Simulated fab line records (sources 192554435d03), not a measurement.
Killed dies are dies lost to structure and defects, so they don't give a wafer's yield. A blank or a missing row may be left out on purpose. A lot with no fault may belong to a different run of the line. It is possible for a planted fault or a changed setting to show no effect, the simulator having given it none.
Matching of chambers | flow n5 finfet | N5_GATE_CUT_CMP_23 on cmp-01 has 4 sister chambers
The step polishes, stops on SiO2, t overpolish 23.4 s, target thk 16 nm. 8 wafers are shown with their chamber, then 7 later ones without.

## WAFERS, EACH WITH ITS CHAMBER
wafer  | chamber | motor current A (A) | time to endpoint s (s)
L085.1 | 3       | 9.9                 | 23.8
L085.2 | 0       | 8.2                 | 22.8
L086.3 | 0       | 7.9                 | 22.1
L087.2 | 1       | 7.7                 | 16.6
L087.3 | 2       | 9.8                 | 16.5
L087.4 | 3       | 10.0                | 18.9
L094.2 | 1       | 7.6                 | 16.3
L094.3 | 2       | 9.8                 | 18.9

## WAFERS MISSING THEIR CHAMBER
wafer  | motor current A (A) | time to endpoint s (s)
L094.5 | 9.6                 | 20.8
L095.1 | 7.7                 | 20.4
L095.4 | 9.7                 | 18.7
L095.6 | 8.0                 | 22.7
L097.2 | 10.3                | 23.4
L097.5 | 10.7                | 23.5
L097.6 | 10.3                | 21.5

## WHICH CHAMBER EACH WENT THROUGH
wafer  | from the rows above     | in truth
L094.5 | can't be placed: 2 or 3 | 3
L095.1 | can't be placed: 1 or 0 | 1
L095.4 | can't be placed: 2 or 3 | 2
L095.6 | 0                       | 0
L097.2 | 3                       | 3
L097.5 | can't be placed: 3 or 2 | 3
L097.6 | can't be placed: 3 or 2 | 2
Correct placement for 2 of the 7. Can't be placed from these rows: 5 (the true chamber is among the candidates in 5). Wrongly placed: 0.
How it was worked out, from the rows above alone: a wafer's distance from a chamber is the root of the sum, over the readings, of the square of ((its reading less the chamber's mean) divided by the reading's scatter). If the next closest chamber is less than 2 further off than the closest, the wafer can't be placed; otherwise it belongs to the closest. For every chamber, the mean is computed from those of its wafers that are shown. How the scatter is found: for the shown wafers, subtract from each reading the mean of its chamber, square and add these, divide the total by (wafers less chambers), then take the root.
